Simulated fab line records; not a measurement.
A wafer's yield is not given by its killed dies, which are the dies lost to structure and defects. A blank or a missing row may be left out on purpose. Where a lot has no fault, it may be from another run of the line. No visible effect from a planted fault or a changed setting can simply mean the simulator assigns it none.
Which tool did it?	flow n5Finfet	23 wafers from 8 lots sampled at 8 of the route's 1938 steps

## WHAT EACH GAUGE READ, for each wafer
N5_FIN_SAQP_INSPECT_40: inspects for defects (brightfield).
lot	measured	on	rawDefectCount
L566	day 2 15:18	defectInspect-01	254 249
L568	day 3 03:17	defectInspect-01	267 204 302
L572	day 4 04:28	defectInspect-02	170 263 167
L573	day 4 08:27	defectInspect-01	163 128 148
L574	day 4 14:34	defectInspect-01	161 150 163
L581	day 6 10:28	defectInspect-01	194 550 158
L583	day 6 21:39	defectInspect-01	185 605 169
L586	day 7 15:53	defectInspect-02	223 367 258

N5_FIN_CUT_INSPECT_10: inspects for defects (brightfield).
lot	measured	on	rawDefectCount
L566	day 2 15:49	defectInspect-02	39 43
L568	day 3 03:48	defectInspect-02	56 28 58
L572	day 4 04:51	defectInspect-01	40 45 35
L573	day 4 08:51	defectInspect-02	24 23 32
L574	day 4 14:58	defectInspect-01	24 27 38
L581	day 6 10:59	defectInspect-02	38 375 26
L583	day 6 22:10	defectInspect-01	40 426 34
L586	day 7 16:23	defectInspect-02	42 51 34

N5_FIN_CUT_INSPECT_17: inspects for defects (brightfield).
lot	measured	on	rawDefectCount
L566	day 2 17:09	defectInspect-01	273 265
L568	day 3 04:49	defectInspect-01	268 216 284
L572	day 4 06:00	defectInspect-02	200 249 168
L573	day 4 10:13	defectInspect-02	158 111 140
L574	day 4 16:19	defectInspect-02	128 128 134
L581	day 6 11:59	defectInspect-02	162 528 135
L583	day 6 23:07	defectInspect-02	173 592 147
L586	day 7 17:20	defectInspect-02	229 368 268

N5_BEOL_M4_RC_MEAS_101.
lot	measured	on	DIBL_N (mV/V)	DIBL_P (mV/V)	IOFF_N (nA/um)	IOFF_P (nA/um)	ION_N (uA/um)	ION_P (uA/um)	SS_N (mV/dec)	SS_P (mV/dec)	VT_N (mV)	VT_P (mV)
L566	day 8 11:52	prober-02	37.4 35.7	40 38	0.18 0.14	0.24 0.19	675 666	466 463	71.5 71.5	73.8 73.9	248 254	-248 -252
L568	day 8 20:35	prober-02	37.5 41.0 37.7	38 43 38	0.19 0.31 0.18	0.24 0.37 0.25	679 711 683	463 480 469	71.3 72.8 72.1	73.4 75.0 73.4	249 238 248	-248 -242 -247
L572	day 10 21:11	prober-01	34.4 38.7 37.1	35 39 37	0.10 0.18 0.14	0.16 0.24 0.20	657 673 651	453 467 452	70.8 71.8 71.5	73.2 74.1 73.1	260 247 252	-253 -249 -251
L573	day 10 09:25	prober-01	41.4 37.6 38.9	40 35 38	0.27 0.15 0.19	0.33 0.21 0.28	702 671 679	477 458 468	72.5 71.6 72.4	74.7 73.5 73.4	244 255 246	-244 -247 -244
L574	day 11 11:34	prober-01	39.7 33.7 36.6	42 34 38	0.30 0.13 0.21	0.37 0.19 0.29	716 670 701	484 461 486	72.8 72.0 71.9	74.3 72.9 74.4	239 252 241	-239 -251 -244
L581	day 12 19:31	prober-01	40.7 38.4 34.4	41 37 34	0.24 0.19 0.12	0.26 0.20 0.16	697 664 658	471 453 449	72.1 72.4 71.9	74.2 73.8 72.4	243 251 255	-248 -255 -254
L583	day 13 00:09	prober-02	37.6 35.7 37.4	37 34 36	0.19 0.16 0.20	0.24 0.21 0.24	683 667 685	463 462 466	72.1 71.5 72.0	73.9 73.3 73.8	249 249 244	-249 -250 -250
L586	day 14 00:07	prober-02	37.5 34.7 37.5	39 35 40	0.18 0.13 0.19	0.22 0.17 0.26	679 673 677	466 459 463	72.5 71.5 72.1	73.7 73.4 74.5	251 254 248	-252 -252 -249

## EACH LOT AND THE TOOL THAT RAN IT (in order: tool; ch and the chambers of the sampled wafers; start)
lot	N5_FIN_SAQP_ETCH_69	N5_FIN_SAQP_RECESS_71	N5_FIN_SAQP_HM_CD_35	N5_FIN_SAQP_FIN_ETCH_36
L566	rieDiel-05 ch 0,2, day 2 13:17	vaporEtch-01 ch 0, day 2 13:30	cdSem-03, day 2 14:59	rieSi-03 ch 1,2, day 2 15:03
L568	rieDiel-05 ch 1,2, day 3 01:43	vaporEtch-02 ch 0,1, day 3 01:53	cdSem-03, day 3 02:58	rieSi-03 ch 0,1,2, day 3 03:02
L572	rieDiel-05 ch 1,2, day 4 03:00	vaporEtch-02 ch 0,1, day 4 03:10	cdSem-02, day 4 04:08	rieSi-03 ch 2,3, day 4 04:12
L573	rieDiel-05 ch 0,2,3, day 4 06:54	vaporEtch-02 ch 0,1, day 4 07:04	cdSem-02, day 4 08:08	rieSi-06 ch 0,1,3, day 4 08:12
L574	rieDiel-01 ch 1,2, day 4 13:02	vaporEtch-02 ch 0,1, day 4 13:12	cdSem-01, day 4 14:14	rieSi-06 ch 0,3, day 4 14:18
L581	rieDiel-05 ch 0,1, day 6 08:58	vaporEtch-02 ch 0,1, day 6 09:07	cdSem-01, day 6 10:08	rieSi-05 ch 1,2,3, day 6 10:13
L583	rieDiel-05 ch 0,3, day 6 20:14	vaporEtch-01 ch 0,1, day 6 20:26	cdSem-01, day 6 21:20	rieSi-05 ch 0,1,2, day 6 21:24
L586	rieDiel-01 ch 1,2,3, day 7 14:28	vaporEtch-01 ch 0,1, day 7 14:38	cdSem-02, day 7 15:34	rieSi-06 ch 0,1,2, day 7 15:38
- N5_FIN_SAQP_ETCH_69: etches SOC in N2/H2, stops on SiNx, target depth 150 nm.
- N5_FIN_SAQP_RECESS_71: chemistry HF/NH3, target SiO2, target depth 3 nm, afs cycles 1, sublimation time 60 s.
- N5_FIN_SAQP_HM_CD_35: target cd 8 nm.
- N5_FIN_SAQP_FIN_ETCH_36: etches the open film in HBr/Cl2/O2, target depth 120 nm, time 50.4 s.

## AS READ BY THE TOOLS THEMSELVES (means over the sampled wafers that have a number; for cases with no such wafer, the mark the record gives instead)
N5_FIN_SAQP_ETCH_69.
lot	tool	chamberPressureMTorr (mTorr)	drypumpMotorCurrentA (A)	h2FlowSccm (sccm)	oesProductAu (a.u.)	rfVppV (V)	showerheadPlenumPTorr (Torr)	throttleValvePct (%)
L566	rieDiel-05	30.035	5.2	199.9	0.69	243.1	2.56	17.8
L568	rieDiel-05	30.025	5.7	199.3	0.80	240.1	2.47	17.7
L572	rieDiel-05	30.015	5.6	199.5	0.79	239.6	2.47	17.7
L573	rieDiel-05	29.999	5.6	200.5	0.79	241.0	2.53	17.6
L574	rieDiel-01	29.998	5.6	200.6	0.71	239.5	2.48	18.2
L581	rieDiel-05	29.994	5.3	200.0	0.83	239.7	2.50	17.7
L583	rieDiel-05	29.996	5.8	200.1	0.93	240.8	2.51	17.1
L586	rieDiel-01	29.999	5.5	199.9	0.71	240.8	2.53	18.0

N5_FIN_SAQP_RECESS_71.
lot	tool	drypumpMotorCurrentA (A)
L566	vaporEtch-01	6.3
L568	vaporEtch-02	5.1
L572	vaporEtch-02	5.2
L573	vaporEtch-02	5.3
L574	vaporEtch-02	5.3
L581	vaporEtch-02	5.3
L583	vaporEtch-01	5.9
L586	vaporEtch-01	5.9

N5_FIN_SAQP_HM_CD_35.
lot	tool	cdNm (nm)
L566	cdSem-03	8.53
L568	cdSem-03	8.09
L572	cdSem-02	7.85
L573	cdSem-02	8.11
L574	cdSem-01	8.12
L581	cdSem-01	8.22
L583	cdSem-01	8.36
L586	cdSem-02	7.88

N5_FIN_SAQP_FIN_ETCH_36.
lot	tool	HBr_flow_sccm (sccm)	chamberPressureMTorr (mTorr)	drypumpMotorCurrentA (A)	oesProductAu (a.u.)	throttleValvePct (%)
L566	rieSi-03	150.2	9.994	5.5	1.014	35.8
L568	rieSi-03	150.4	9.992	5.5	0.998	35.8
L572	rieSi-03	150.4	9.995	5.2	1.022	36.3
L573	rieSi-06	150.3	9.998	5.5	1.009	36.3
L574	rieSi-06	150.2	10.007	5.5	1.012	36.2
L581	rieSi-05	149.7	9.995	5.6	1.011	35.8
L583	rieSi-05	149.9	10.003	5.9	1.004	36.3
L586	rieSi-06	149.6	9.997	5.9	0.992	36.3

## THE ANSWER, worked out from the rows above alone
Rule: usual is defined by the lots themselves. Put in order of their means at a reading, lots are off if they are a third of the lots or fewer, leave a main group of 4 or more, and stand apart from it by a gap of 3 or more times the standard deviation of the main group's means; of several such gaps the widest counts. If all means in a main group match to the digits the tables above print for the reading, that group is not used. A lot without any number at a reading at which 4 lots or more have one is off too. Where the step has rows for the other lots, those lots are counted as sound. Order of review: gauges by route order, followed by the tools' own readings, for which a lot's mean as printed above is used. At the first step where some lot is off, the reading lying furthest off is the one used; lots without a number count as furthest.
Off: L581, L583, at N5_FIN_CUT_INSPECT_10 (rawDefectCount). For the main group the mean is 38 and the standard deviation 7.4.
A tool fits if, at a process step before that reading, it ran every lot that is off, and no sound lot after the first of them. The gauges at N5_FIN_CUT_INSPECT_10 are tried like those tools. Can't be told from this: 3 tools fit, rieDiel-05 at N5_FIN_SAQP_ETCH_69, cdSem-01 at N5_FIN_SAQP_HM_CD_35, rieSi-05 at N5_FIN_SAQP_FIN_ETCH_36.

## WHAT THE SIMULATOR HAD INSERTED
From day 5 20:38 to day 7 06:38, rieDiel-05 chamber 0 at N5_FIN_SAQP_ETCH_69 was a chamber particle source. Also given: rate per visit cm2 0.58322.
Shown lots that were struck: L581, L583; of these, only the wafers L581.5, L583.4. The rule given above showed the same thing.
